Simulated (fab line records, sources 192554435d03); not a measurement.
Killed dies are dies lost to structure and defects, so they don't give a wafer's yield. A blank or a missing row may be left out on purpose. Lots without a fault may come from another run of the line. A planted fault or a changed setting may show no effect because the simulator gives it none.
Chamber matching | flow n5_finfet | N5_BEOL_M1_DEP_57 on pecvd-04: 3 sister chambers
The step deposits SiCN from 3MS/NH3, target thk 8 nm, time 14 s. 16 wafers are shown with their chamber, then 8 later ones without.

WAFERS WITH THEIR CHAMBER
wafer  | chamber | throttle_valve_pct (%) | showerhead_plenum_p_Torr (Torr)
L076.3 | 0       | 9.4                    | 3.660
L076.4 | 1       | 8.5                    | 3.671
L076.5 | 0       | 9.3                    | 3.668
L077.3 | 1       | 8.9                    | 3.677
L077.4 | 0       | 9.0                    | 3.667
L077.5 | 1       | 8.7                    | 3.674
L084.2 | 2       | 8.5                    | 3.663
L084.4 | 2       | 8.3                    | 3.653
L084.5 | 1       | 8.8                    | 3.675
L086.2 | 1       | 8.6                    | 3.673
L086.3 | 2       | 8.4                    | 3.643
L086.4 | 2       | 8.6                    | 3.654
L089.1 | 0       | 9.5                    | 3.667
L089.3 | 2       | 8.7                    | 3.656
L089.4 | 0       | 9.4                    | 3.669
L095.1 | 2       | 8.4                    | 3.658

SIGNATURES (means of the wafers above)
reading                  | chamber 0 | chamber 1 | chamber 2 | scatter within a chamber
throttle_valve_pct       | 9.320     | 8.700     | 8.483     | 0.166
showerhead_plenum_p_Torr | 3.66620   | 3.67400   | 3.65450   | 0.00474
Rule: a wafer's distance from a chamber is the root of the sum, over the readings, of the square of ((its reading less the chamber's mean) divided by the reading's scatter). The wafer belongs to the nearest chamber; if the next one is less than 2 further off, it can't be placed. The scatter: the root of (the sum of the squares of (reading less its chamber's mean) over the shown wafers, divided by (wafers less chambers)).

WAFERS WITHOUT THEIR CHAMBER
wafer  | throttle_valve_pct (%) | showerhead_plenum_p_Torr (Torr)
L095.2 | 8.4                    | 3.678
L095.3 | 9.5                    | 3.673
L095.4 | 8.6                    | 3.670
L095.5 | 8.6                    | 3.654
L095.6 | 9.3                    | 3.666
L097.3 | 8.9                    | 3.653
L097.5 | 8.2                    | 3.645
L097.6 | 8.8                    | 3.670

WHICH CHAMBER EACH WENT THROUGH
wafer  | from the rows above     | in truth
L095.2 | 1                       | 1
L095.3 | 0                       | 0
L095.4 | 1                       | 1
L095.5 | 2                       | 2
L095.6 | 0                       | 0
L097.3 | can't be placed: 2 or 0 | 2
L097.5 | 2                       | 2
L097.6 | 1                       | 1
Placed correctly: 7 of 8. Can't be placed from these rows: 1 (the true chamber is among the candidates in 1). Placed wrongly: 0.
